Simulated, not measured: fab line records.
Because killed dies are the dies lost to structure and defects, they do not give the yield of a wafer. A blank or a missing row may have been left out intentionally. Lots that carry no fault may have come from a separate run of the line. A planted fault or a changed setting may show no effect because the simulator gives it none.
Comparing a struck lot with a sound one + flow n5 finfet + 36 steps out of a route of 1938
Sound: these wafers, L873.1, L873.2, L873.6. Struck: wafer L863.4 (left out: L863.5, L863.6 of the same lot, which were not struck); the cause appears at the end.
Order at every step that has rows: each side's tool, ch and its chambers, its first start. Under that, the readings that differ: sound wafers + struck wafers + difference of the means + sigmas: that difference in standard deviations of wafers without a fault.
alike: readings with means less than 2 such deviations apart, plus words and numbers identical on both sides. not compared: withheld readings, readings lacking a value on some wafer, bounds such as >300 that could conceal the same value, and numbers that have no deviation in the record and whose values overlap.
The two part at a step that has a row with sigmas, a row that says differs or no value, or rows on one side only. When numbers do not overlap yet have no deviation, they are printed without sigmas and do not part them. A reading missing from all wafers of one side parts the sides only when that side holds two or more wafers.

first, 8 steps without rows for these wafers: N5_BEOL_M6_SPUTTER_48 (material Cu, target thk 10 nm, time 1.667 s); N5_BEOL_M6_ECD_50 (material Cu, target thk 300 nm); N5_BEOL_M6_ANNEAL_51 (time 90 s); N5_BEOL_M6_CMP_52 (polishes, stops on SiCOH lowk, t overpolish 6.9 s, target thk 80 nm); N5_BEOL_M6_PRE_CLEAN_55 (time 15 s); N5_BEOL_M6_DEP_56 (deposits SiCN from 3MS/NH3, target thk 10 nm, time 17.5 s); N5_BEOL_M7_ILD_DEP_00 (deposits SiCOH lowk from DEMS/porogen, target thk 179.75 nm, time 33.4 s); N5_BEOL_M7_CURE_74 (cures SiCOH lowk, time 240 s).
N5_BEOL_M7_PECVD_70: deposits SiO2 from TEOS/O2, target thk 20 nm, time 22.7 s.
  sound on pecvd-04 ch 0,1,2, day 15 07:17; struck on pecvd-04 ch 2, day 11 16:17
| reading                                    | sound                | struck | difference | sigmas |
|--------------------------------------------|----------------------|--------|------------|--------|
| susceptor temp C (C)                       | 399.88 400.04 399.86 | 391.25 | -8.68      | -39    |
| model.SiO2_of_BEOL_M7_PECVD_70.thk nm (nm) | 20.2 20 20.2         | 21.4   | +1.3       |        |
  alike: heater power w, showerhead plenum p Torr, throttle valve pct
then, 25 steps without rows for these wafers: N5_BEOL_M7_HM_DEP_02 (deposits TiN, target thk 20 nm); N5_BEOL_M7_COAT_59 (time 60 s, resist thk 100 nm); N5_BEOL_M7_COAT_60 (time 60 s, resist thk 35 nm); N5_BEOL_M7_COAT_05 (resist thk 90 nm); N5_BEOL_M7_EBR_07; N5_BEOL_M7_SOFTBAKE_06 (time 60 s); N5_BEOL_M7_EXPOSE_08 (exposes mask M7); N5_BEOL_M7_PEB_09 (peb time 60 s); N5_BEOL_M7_DEVELOP_10 (develop time 30 s); N5_BEOL_M7_DESCUM_16 (chemistry O2, time 7.9 s); N5_BEOL_M7_ETCH_61 (etches SiARC in CF4, target depth 45.5 nm, time 75.8 s); N5_BEOL_M7_ETCH_62 (etches SOC in N2/H2, target depth 110 nm, overetch 22 nm, time 165 s); N5_BEOL_M7_STRIP_68 (strips in N2/H2); N5_BEOL_M7_STRIP_67 (strips in CF4); N5_BEOL_M7_HM_OPEN_17 (chemistry Cl2/BCl3, target TiN, target depth 20 nm, overetch 6 nm); N5_BEOL_M7_STRIP_19 (strips in O2); N5_BEOL_M7_COAT_63 (time 60 s, resist thk 60 nm); N5_BEOL_M7_COAT_64 (time 60 s, resist thk 12 nm); N5_BEOL_M7_COAT_71 (time 60 s, resist thk 5 nm); N5_BEOL_M7_COAT_22 (resist thk 30 nm); N5_BEOL_M7_EBR_24; N5_BEOL_M7_SOFTBAKE_23 (time 60 s); N5_BEOL_M7_EXPOSE_25 (exposes mask V6, target cd 40 nm); N5_BEOL_M7_PEB_26 (peb time 60 s); N5_BEOL_M7_DEVELOP_27 (develop time 30 s).
N5_BEOL_M7_HM_STRIP_39: strips TiN in peroxide tin strip, target depth 25 nm, time 158 s.
  sound on wet bench-04 ch 3,4,6, day 15 10:56; struck on wet bench-06 ch 3, day 11 20:27
| reading                                    | sound      | struck | difference | sigmas |
|--------------------------------------------|------------|--------|------------|--------|
| model.SiO2_of_BEOL_M7_PECVD_70.thk nm (nm) | 20 19.8 20 | 21.2   | +1.3       |        |
N5_BEOL_M7_CMP_52: polishes, stops on SiCOH lowk, t overpolish 6.9 s, target thk 80 nm.
  sound on cmp-03 ch 0,2,3, day 15 13:06; struck on cmp-02 ch 0, day 11 22:11
| reading                      | sound          | struck | difference | sigmas |
|------------------------------|----------------|--------|------------|--------|
| barrier field endpoint s (s) | 29.2 28.1 28.3 | 30.8   | +2.3       | +4     |
  alike: motor current A

## WHERE THEY PART
Earliest at N5_BEOL_M7_PECVD_70; latest, in this record, at N5_BEOL_M7_CMP_52.

WHY: the cause the simulator had injected
pecvd-04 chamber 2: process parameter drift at N5_BEOL_M7_PECVD_70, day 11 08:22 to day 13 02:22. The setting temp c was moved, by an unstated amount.
